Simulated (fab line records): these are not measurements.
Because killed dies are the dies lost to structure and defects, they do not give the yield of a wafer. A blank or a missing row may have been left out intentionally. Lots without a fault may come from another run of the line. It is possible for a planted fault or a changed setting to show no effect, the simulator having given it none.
Matching of chambers / flow nand-harc / 4 sister chambers for NHARC_P_STI_CMP_21 on cmp-04
The step polishes, t overpolish 20 s, target thk 380.67 nm. 4 wafers are shown with their chamber, then 11 later ones without.

## WAFERS WITH THEIR CHAMBER
wafer=L088.2; chamber=3; motor-current-A (A)=11.3
wafer=L088.6; chamber=2; motor-current-A (A)=12.3
wafer=L087.6; chamber=0; motor-current-A (A)=14.5
wafer=L091.4; chamber=1; motor-current-A (A)=10.7

## WAFERS WITHOUT THEIR CHAMBER
wafer=L091.5; motor-current-A (A)=13.4
wafer=L091.6; motor-current-A (A)=10.3
wafer=L092.3; motor-current-A (A)=12.2
wafer=L092.4; motor-current-A (A)=10.8
wafer=L092.6; motor-current-A (A)=11.0
wafer=L094.1; motor-current-A (A)=10.7
wafer=L094.2; motor-current-A (A)=10.6
wafer=L094.5; motor-current-A (A)=12.8
wafer=L096.1; motor-current-A (A)=10.8
wafer=L096.2; motor-current-A (A)=12.0
wafer=L096.6; motor-current-A (A)=10.0

## EACH ONE'S CHAMBER
wafer=L091.5; from the rows above=can't be placed: 0 or 2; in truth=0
wafer=L091.6; from the rows above=can't be placed: 1 or 3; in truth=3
wafer=L092.3; from the rows above=can't be placed: 2 or 3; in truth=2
wafer=L092.4; from the rows above=can't be placed: 1 or 3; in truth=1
wafer=L092.6; from the rows above=can't be placed: 1 or 3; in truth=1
wafer=L094.1; from the rows above=can't be placed: 1 or 3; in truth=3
wafer=L094.2; from the rows above=can't be placed: 1 or 3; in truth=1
wafer=L094.5; from the rows above=2; in truth=2
wafer=L096.1; from the rows above=can't be placed: 1 or 3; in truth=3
wafer=L096.2; from the rows above=can't be placed: 2 or 3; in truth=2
wafer=L096.6; from the rows above=can't be placed: 1 or 3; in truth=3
Correctly placed: 1 of 11. Unplaceable from these rows: 10, with the true chamber sitting among the candidates in 10. Placed wrongly: 0.
How it was worked out, from the rows above alone: a wafer's distance from a chamber is the root of the sum, over the readings, of the square of ((its reading less the chamber's mean) divided by the reading's scatter). If the next closest chamber is less than 2 further off than the closest, the wafer can't be placed; otherwise it belongs to the closest. A chamber's mean is the mean of its shown wafers. The scatter: root of mean squared gap, hidden wafer to nearest shown wafer, with one shown wafer a chamber.
